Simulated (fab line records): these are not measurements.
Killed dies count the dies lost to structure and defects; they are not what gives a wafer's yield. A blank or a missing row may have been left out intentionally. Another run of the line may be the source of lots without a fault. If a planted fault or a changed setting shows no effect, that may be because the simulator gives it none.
Struck lot and sound lot, side by side    flow n5_finfet    38 steps out of a route of 1938
Sound: the wafers L214.1, L214.4, L214.5. Struck: wafers L215.2, L215.5. (L215.6 of the same lot was not struck and is left out.) The cause comes at the end.
Order at every step that has rows: each side's tool, ch and its chambers, its first start. Under that, the readings that differ: sound wafers    struck wafers    difference of the means    sigmas: that difference in standard deviations of wafers without a fault.
alike: readings whose means differ by less than 2 such deviations, and words and numbers that are the same on both sides. not compared: withheld readings, readings that some wafer has no value for, bounds like >300 that may hide the same value, and numbers for which the record gives no deviation and whose values overlap.
A row with sigmas, a row that says differs or no value, or rows on one side alone: a step with any of these is where the two part. Numbers that have no deviation but don't overlap get no sigmas and don't part them. Lack of a reading on every wafer of one side parts them only where that side has two or more wafers.

first, 10 steps without rows for these wafers: N5_DUMMY_GATE_ETCH_23 (etches poly-Si in HBr/Cl2/O2, target depth 41 nm, time 22.3 s); N5_DUMMY_GATE_ETCH_44 (etches poly-Si in HBr/O2, stops on SiO2, target depth 127.5 nm); N5_DUMMY_GATE_ETCH_42 (etches SiO2 in CHF3/O2, target depth 3.5 nm, time 31 s); N5_DUMMY_GATE_STRIP_48 (strips in N2/H2, time 20 s); N5_DUMMY_GATE_PRECLEAN_33 (cleans in dHF, time 10 s); N5_DUMMY_GATE_PRECLEAN_25 (cleans in O3/DIW, time 45 s); N5_DUMMY_GATE_PRECLEAN_51 (cleans in SC2, time 45 s); N5_DUMMY_GATE_SRD_26 (time 30 s); N5_DUMMY_GATE_UV_OZONE_45 (time 120 s); N5_SPACER0_ALD_07 (deposits SiNx, target thk 2 nm).
N5_SPACER0_ALD_00: deposits SiOCN, target thk 3.5 nm, pulse time 3 s, purge time 2 s.
  sound on ald_sin-03 ch 0,2,3, day 4 04:45; struck on ald_sin-03 ch 1, day 4 12:46
reading                                    sound        struck  difference  sigmas
ald_cycles                                 58 58 58     65 65   +7          
model.SiOCN_of_SPACER0_ALD_00.thk_nm (nm)  3.6 3.6 3.6  4 4     +0          
  alike: heater_power_w, precursor_pulse_height_rel
then, 25 steps without rows for these wafers: N5_SPACER0_ALD_08 (deposits SiNx, target thk 2 nm); N5_SD_EPI_N_COAT_32 (time 60 s, resist thk 350 nm); N5_SD_EPI_N_COAT_33 (time 60 s, resist thk 35 nm); N5_SD_EPI_N_COAT_03 (resist thk 150 nm); N5_SD_EPI_N_EBR_05; N5_SD_EPI_N_SOFTBAKE_04 (time 60 s); N5_SD_EPI_N_EXPOSE_06 (exposes mask SD N BLK, target cd 120 nm); N5_SD_EPI_N_PEB_07 (peb time 60 s); N5_SD_EPI_N_DEVELOP_08 (develop time 30 s); N5_SD_EPI_N_DESCUM_14 (chemistry O2, time 7.9 s); N5_SD_EPI_N_ETCH_34 (etches SiARC in CF4, target depth 45.5 nm, time 75.8 s); N5_SD_EPI_N_ETCH_35 (etches SOC in N2/H2, overetch 108 nm, time 486 s); N5_SD_EPI_N_STRIP_36 (strips in N2/H2); N5_SD_EPI_N_ETCHBACK_44 (etches SiNx in CH3F/O2, stops on SiO2, target depth 14.5 nm); N5_SD_EPI_N_ETCH_45 (etches SiOCN in CH3F/O2, target depth 6 nm); N5_SD_EPI_N_ETCH_16 (etches SiO2 in CHF3/O2, target depth 5 nm); N5_SD_EPI_N_STRIP_47 (strips in CHF3/O2); N5_SD_EPI_N_SD_RECESS_17 (chemistry HBr/Cl2/O2, target depth 41 nm, time 23.7 s, bt time 3 s); N5_SD_EPI_N_STRIP_38 (strips in N2/H2); N5_SD_EPI_N_WET_ETCH_43 (etches SiO2 in dHF, time 14 s, target depth 1.5 nm); N5_SD_EPI_N_STRIP_18 (strips in SPM, time 750 s); N5_SD_EPI_N_SRD_20 (time 30 s); N5_SD_EPI_N_PRECLEAN_48 (cleans in NF3:NH3, afs cycles 2, time 20 s, sublimation time 60 s); N5_SD_EPI_N_VAPOR_ETCH_50 (etches Si in HCl, time 54 s); N5_SD_EPI_N_EPI_21 (deposits Si:P, time 690 s).
N5_SD_EPI_P_PRECLEAN_32: cleans in dHF, time 10 s.
  sound on wet_bench-02 ch 3,4,5, day 4 14:54; struck on wet_bench-01 ch 3,4, day 4 22:04
reading                                    sound        struck   difference  sigmas
model.SiOCN_of_SPACER0_ALD_00.thk_nm (nm)  3.4 3.4 3.4  3.8 3.8  +0.4        
-- here the record skips 4 days between the struck wafers' starts before and after, leaving off in module SD_EPI_P and picking up in module BEOL_M4 (first step shown: number 1111 of the route) --
N5_BEOL_M4_RC_MEAS_101:
  sound on prober-01 ch 0, day 9 09:37; struck on prober-01 ch 0, day 9 07:14
  alike: DIBL_N, DIBL_P, IOFF_N, IOFF_P, ION_N, ION_P, REXT_P, SS_N, SS_P, VT_N, VT_P

== WHERE THEY PART ==
Nowhere in this record.

WHY: what had been put in by the simulator
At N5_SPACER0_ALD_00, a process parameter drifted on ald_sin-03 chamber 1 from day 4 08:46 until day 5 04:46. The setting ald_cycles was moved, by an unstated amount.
